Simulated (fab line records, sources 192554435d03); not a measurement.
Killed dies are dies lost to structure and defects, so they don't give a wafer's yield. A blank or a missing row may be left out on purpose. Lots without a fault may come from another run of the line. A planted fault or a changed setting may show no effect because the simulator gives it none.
Chamber matching | flow n5_finfet | N5_STI_FIN_REVEAL_ALD_14 on ald_sin-02: 4 sister chambers
The step deposits Si3N4, target thk 3 nm. 4 wafers are shown with their chamber, then 11 later ones without.

WAFERS WITH THEIR CHAMBER
wafer  | chamber | heater_power_w (W)
L090.2 | 2       | 746
L090.3 | 1       | 716
L090.5 | 3       | 757
L092.1 | 0       | 934

WAFERS WITHOUT THEIR CHAMBER
wafer  | heater_power_w (W)
L092.2 | 731
L092.4 | 757
L093.1 | 709
L093.3 | 752
L093.4 | 738
L095.2 | 943
L095.3 | 756
L095.5 | 743
L097.3 | 974
L097.4 | 755
L097.6 | 982

WHICH CHAMBER EACH WENT THROUGH
wafer  | from the rows above          | in truth
L092.2 | can't be placed: 1 or 2 or 3 | 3
L092.4 | can't be placed: 3 or 2      | 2
L093.1 | can't be placed: 1 or 2      | 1
L093.3 | can't be placed: 3 or 2 or 1 | 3
L093.4 | can't be placed: 2 or 3 or 1 | 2
L095.2 | 0                            | 0
L095.3 | can't be placed: 3 or 2 or 1 | 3
L095.5 | can't be placed: 2 or 3 or 1 | 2
L097.3 | 0                            | 0
L097.4 | can't be placed: 3 or 2 or 1 | 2
L097.6 | 0                            | 0
Placed correctly: 3 of 11. Can't be placed from these rows: 8 (the true chamber is among the candidates in 8). Placed wrongly: 0.
How it was worked out, from the rows above alone: a wafer's distance from a chamber is the root of the sum, over the readings, of the square of ((its reading less the chamber's mean) divided by the reading's scatter). The wafer belongs to the nearest chamber; if the next one is less than 2 further off, it can't be placed. A chamber's mean is the mean of its shown wafers. The scatter: with one shown wafer a chamber, the root of the mean of the squares of how far each hidden wafer lies from its nearest shown one.
